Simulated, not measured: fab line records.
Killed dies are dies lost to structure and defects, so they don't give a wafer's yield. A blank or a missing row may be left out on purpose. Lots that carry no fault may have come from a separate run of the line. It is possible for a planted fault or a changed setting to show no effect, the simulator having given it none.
Struck lot and sound lot, side by side | flow nand_harc | 15 steps out of a route of 1302
Sound: wafers L652.1, L652.4, L652.5. Wafers L668.1, L668.4, L668.6 were the ones struck. Last of all comes the cause.
For every step that has rows: the tool of each side, followed by ch and its chambers, followed by its first start. Under that, the readings that differ: sound wafers | struck wafers | difference of the means | sigmas: that difference in standard deviations of wafers without a fault.
alike: a reading whose means differ by less than 2 such deviations, as well as words and numbers matching on both sides. not compared: withheld readings; readings where some wafer has no value; bounds like >300 that might hide an equal value; numbers whose values overlap and for which the record gives no deviation.
Wherever a step has rows on one side only, a row that says differs or no value, or a row with sigmas, the two part there. When numbers do not overlap yet have no deviation, they are printed without sigmas and do not part them. A reading missing from all wafers of one side parts the sides only when that side holds two or more wafers.

first, 5 steps without rows for these wafers: NHARC_A_BONDPAD_SOFTBAKE_04 (time 70 s); NHARC_A_BONDPAD_EBR_05; NHARC_A_BONDPAD_EXPOSE_06 (exposes mask A BPAD); NHARC_A_BONDPAD_PEB_07 (peb time 80 s); NHARC_A_BONDPAD_DEVELOP_08 (time 50 s).
NHARC_A_BONDPAD_CD_MEAS_09 targets a cd of 500 nm.
  sound on cd_sem-02 ch 0, day 24 01:11; struck on cd_sem-03 ch 0, day 30 00:44
  alike: cd_nm
NHARC_A_BONDPAD_OVL_MEAS_35:
  struck on overlay-02, day 30 00:49; sound on overlay-02, day 24 01:16
  alike: overlay_x_nm, overlay_y_nm
then, 1 step without rows for these wafers: NHARC_A_BONDPAD_HARDBAKE_10 (time 65 s).
NHARC_A_BONDPAD_DESCUM_11: chemistry O2, time 3 s.
  sound on rie_diel-04 ch 0,2, day 24 01:25; struck on rie_diel-08 ch 0,2,3, day 30 00:57
  alike: drypump_motor_current_A, oes_product_au, rf_vpp_V, showerhead_plenum_p_Torr, throttle_valve_pct
  not compared: rf_hours_counter_h
NHARC_A_BONDPAD_ETCH_34: etches the open film in N2/H2, target depth 60 nm, overetch 18 nm, time 65.91 s.
  sound on rie_diel-04 ch 0,2, day 24 01:29; struck on rie_diel-08 ch 0,3, day 30 01:01
  reading                     | sound             | struck            | difference | sigmas
  drypump_motor_current_A (A) | 6.23 5.84 5.82    | 5.29 5.35 5.33    | -0.64      | -2
  oes_product_au (a.u.)       | 0.995 0.999 0.992 | 1.019 1.007 1.006 | +0.015     | +2
  alike: h2_flow_sccm, rf_vpp_V, showerhead_plenum_p_Torr, throttle_valve_pct
  not compared: rf_hours_counter_h
NHARC_A_BONDPAD_ETCH_12: etches the open film in CHF3/O2, target depth 220 nm, time 110 s.
  sound on rie_diel-04 ch 0,2; struck on rie_diel-08 ch 0,2,3
  alike: drypump_motor_current_A, oes_product_au, rf_vpp_V, showerhead_plenum_p_Torr, throttle_valve_pct
  not compared: rf_hours_counter_h
NHARC_A_BONDPAD_CD_MEAS_13:
  struck on cd_sem-01, day 30 01:16; sound on cd_sem-01, day 24 01:43
  alike: cd_nm
NHARC_A_BONDPAD_STRIP_15: strips in O2.
  sound on rie_diel-04 ch 0,1,3, day 24 01:47; struck on rie_diel-04 ch 0,2, day 30 01:22
  reading                        | sound             | struck            | difference | sigmas
  chamber_pressure_mTorr (mTorr) | 60.12 60.06 59.89 | 49.39 49.24 49.25 | -10.73     | -99 or more
  alike: drypump_motor_current_A, oes_product_au, rf_vpp_V, showerhead_plenum_p_Torr, throttle_valve_pct
  not compared: rf_hours_counter_h
NHARC_A_BONDPAD_ETCH_24: etches the open film in CF4/N2, target depth 30 nm, time 72.99 s.
  sound on rie_diel-04 ch 0,1,3; struck on rie_diel-04 ch 1,2
  alike: drypump_motor_current_A, oes_product_au, rf_vpp_V, showerhead_plenum_p_Torr, throttle_valve_pct
  not compared: rf_hours_counter_h
NHARC_END_SORT_01:
  sound on prober-02 ch 0, day 25 17:16; struck on prober-01 ch 0, day 31 18:17
  reading         | sound | struck | difference | sigmas
  killed_at_other | 8 7 5 | 0 0 0  | -7         | -5
  alike: defect_limited_yield, killed_at_array, killed_at_periphery, killed_dies, killed_open, killed_short

## WHERE THEY PART
First at NHARC_A_BONDPAD_ETCH_34; last, within this record, at NHARC_END_SORT_01.

WHY: what the simulator had put in
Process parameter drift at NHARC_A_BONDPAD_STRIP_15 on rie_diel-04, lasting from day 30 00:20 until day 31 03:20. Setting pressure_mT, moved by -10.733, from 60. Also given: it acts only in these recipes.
